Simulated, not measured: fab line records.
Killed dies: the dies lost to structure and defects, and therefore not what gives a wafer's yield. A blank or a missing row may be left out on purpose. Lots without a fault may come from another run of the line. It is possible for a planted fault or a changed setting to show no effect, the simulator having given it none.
Matching of chambers + flow n5Finfet + 3 sister chambers for N5_BEOL_M6_CURE_74 on uvCure-01
The step cures SiCOH lowk, time 240 s. 16 wafers are shown with their chamber, then 8 later ones without.

WAFERS PAIRED WITH THEIR CHAMBERS
| wafer  | chamber | wafer_temp_C_max | lampPowerPct (%) |
|--------|---------|------------------|------------------|
| L077.4 | 0       | 388.2            | 52.29            |
| L077.5 | 0       | 387.4            | 52.29            |
| L077.6 | 0       | 387.7            | 52.40            |
| L079.1 | 2       | 386.8            | 52.26            |
| L079.4 | 2       | 386.8            | 52.29            |
| L079.6 | 2       | 386.7            | 52.28            |
| L081.1 | 0       | 387.6            | 52.32            |
| L081.2 | 0       | 387.9            | 52.34            |
| L081.6 | 0       | 387.4            | 52.32            |
| L076.3 | 2       | 386.6            | 52.29            |
| L076.4 | 2       | 386.6            | 52.34            |
| L076.6 | 2       | 386.6            | 52.30            |
| L089.2 | 1       | 386.0            | 52.38            |
| L089.3 | 1       | 386.4            | 52.24            |
| L089.5 | 1       | 386.6            | 52.29            |
| L088.2 | 0       | 387.7            | 52.28            |

SIGNATURES (averages over the wafers above)
| reading          | chamber 0 | chamber 1 | chamber 2 | scatter within a chamber |
|------------------|-----------|-----------|-----------|--------------------------|
| wafer_temp_C_max | 387.700   | 386.333   | 386.683   | 0.235                    |
| lampPowerPct     | 52.3200   | 52.3033   | 52.2933   | 0.0428                   |
Rule: a wafer lies at a distance from a chamber equal to the root of the sum of squares, over the readings, of (its reading less the chamber's mean, divided by the reading's scatter). If the next closest chamber is less than 2 further off than the closest, the wafer can't be placed; otherwise it belongs to the closest. The scatter: the root of (the sum of the squares of (reading less its chamber's mean) over the shown wafers, divided by (wafers less chambers)).

WAFERS MISSING THEIR CHAMBER
| wafer  | wafer_temp_C_max | lampPowerPct (%) |
|--------|------------------|------------------|
| L088.3 | 388.0            | 52.29            |
| L088.6 | 386.8            | 52.31            |
| L092.1 | 387.4            | 52.34            |
| L092.2 | 387.7            | 52.33            |
| L092.4 | 387.4            | 52.42            |
| L097.1 | 386.0            | 52.28            |
| L097.5 | 386.3            | 52.27            |
| L097.6 | 386.1            | 52.16            |

THE CHAMBER EACH PASSED THROUGH
| wafer  | from the rows above     | in truth |
|--------|-------------------------|----------|
| L088.3 | 0                       | 0        |
| L088.6 | can't be placed: 2 or 1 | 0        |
| L092.1 | can't be placed: 0 or 2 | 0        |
| L092.2 | 0                       | 0        |
| L092.4 | can't be placed: 0 or 2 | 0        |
| L097.1 | can't be placed: 1 or 2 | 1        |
| L097.5 | can't be placed: 1 or 2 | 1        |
| L097.6 | can't be placed: 1 or 2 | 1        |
Correct placement for 2 of the 8. From these rows, 6 cannot be placed; in 5 the true chamber is one of the candidates. 0 placed wrongly.
